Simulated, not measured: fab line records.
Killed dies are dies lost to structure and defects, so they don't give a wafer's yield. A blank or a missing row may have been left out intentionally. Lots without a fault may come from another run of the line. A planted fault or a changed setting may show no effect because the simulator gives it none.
Which of the tools did it? ; flow n5 finfet ; 12 lots, 36 wafers sampled, at 5 steps of a route of 1938

== WHAT THE GAUGES SHOWED, per wafer ==
N5_BEOL_M12_CD_MEAS_28 targets a cd of 160.2 nm.
lot;measured;on;cd nm (nm)
L075;day 10 16:45;cd sem-01;165.1 160.0 163.0
L076;day 11 08:39;cd sem-01;161.9 158.3 161.4
L078;day 11 19:07;cd sem-03;161.6 161.0 160.9
L083;day 12 12:49;cd sem-01;163.3 160.4 159.3
L082;day 12 21:13;cd sem-02;161.5 164.2 162.9
L085;day 13 16:16;cd sem-01;160.4 162.2 157.9
L089;day 14 10:21;cd sem-03;162.0 161.4 158.0
L088;day 14 13:39;cd sem-03;163.0 161.5 159.5
L091;day 15 13:21;cd sem-03;163.3 163.6 163.0
L093;day 16 03:08;cd sem-01;160.2 159.7 160.5
L092;day 16 15:25;cd sem-02;163.6 161.4 162.1
L097;day 17 16:39;cd sem-03;162.7 158.0 162.9

== TOOL THAT RAN EACH LOT (tool first, then ch and the chambers of the sampled wafers, then the start) ==
lot;N5_BEOL_M10_SPUTTER_48;N5_BEOL_M11_ETCH_61;N5_BEOL_M11_SPUTTER_48;N5_BEOL_M12_STRIP_64
L075;pvd sputter-03, day 10 04:37;rie diel-06 ch 0,1,3, day 10 10:44;pvd sputter-03, day 10 14:23;plasma asher-01 ch 0,1, day 10 16:16
L076;pvd sputter-02, day 10 21:25;rie diel-04 ch 0,3, day 11 00:58;pvd sputter-02, day 11 06:02;plasma asher-01 ch 0,1, day 11 08:04
L078;pvd sputter-02, day 11 07:07;rie diel-03 ch 0,1, day 11 10:23;pvd sputter-01, day 11 16:14;plasma asher-01 ch 1, day 11 18:31
L083;pvd sputter-03, day 12 00:55;rie diel-06 ch 0,2,3, day 12 06:10;pvd sputter-01, day 12 10:20;plasma asher-02 ch 0,1, day 12 12:13
L082;pvd sputter-02, day 12 09:36;rie diel-04 ch 1,2,3, day 12 13:41;pvd sputter-01, day 12 18:40;plasma asher-02 ch 0,1, day 12 20:37
L085;pvd sputter-01, day 13 04:37;rie diel-03 ch 0,1,2, day 13 07:52;pvd sputter-01, day 13 13:40;plasma asher-02 ch 0,1, day 13 15:40
L089;pvd sputter-01, day 14 00:22;rie diel-06 ch 0,1,2, day 14 03:47;pvd sputter-01, day 14 07:44;plasma asher-01 ch 0, day 14 09:44
L088;pvd sputter-03, day 14 03:42;rie diel-03 ch 2,3, day 14 06:38;pvd sputter-02, day 14 10:32;plasma asher-02 ch 0,1, day 14 13:12
L091;pvd sputter-03, day 15 01:01;rie diel-04 ch 1,2, day 15 06:42;pvd sputter-02, day 15 10:50;plasma asher-01 ch 0,1, day 15 12:46
L093;pvd sputter-01, day 15 15:00;rie diel-03 ch 2,3, day 15 19:37;pvd sputter-03, day 16 00:04;plasma asher-02 ch 1, day 16 02:40
L092;pvd sputter-03, day 16 04:49;rie diel-03 ch 0,2,3, day 16 08:59;pvd sputter-02, day 16 12:56;plasma asher-01 ch 0,1, day 16 14:49
L097;pvd sputter-03, day 17 05:53;rie diel-03 ch 0,2, day 17 10:36;pvd sputter-02, day 17 13:58;plasma asher-01 ch 0,1, day 17 16:01
- N5_BEOL_M10_SPUTTER_48: material Cu, target thk 12 nm, time 2 s.
- N5_BEOL_M11_ETCH_61: etches SiARC in CF4, target depth 39 nm, time 65 s.
- N5_BEOL_M11_SPUTTER_48: material Cu, target thk 12 nm, time 2 s.
- N5_BEOL_M12_STRIP_64: strips in N2/H2.

== THE ANSWER, worked out from the rows above alone ==
Rule: the usual values come from the lots themselves. Put in order of their means at a reading, lots are off if they are a third of the lots or fewer, leave a main group of 4 or more, and stand apart from it by a gap of 3 or more times the standard deviation of the main group's means; of several such gaps the widest counts. A main group is skipped when, at the precision printed for the reading in the tables above, its means are all equal. A lot without any number at a reading at which 4 lots or more have one is off too. Any other lot the step has rows for is counted as sound.
Nothing can be told from this: no lot is off at any reading shown.

== WHAT THE SIMULATOR HAD PUT IN ==
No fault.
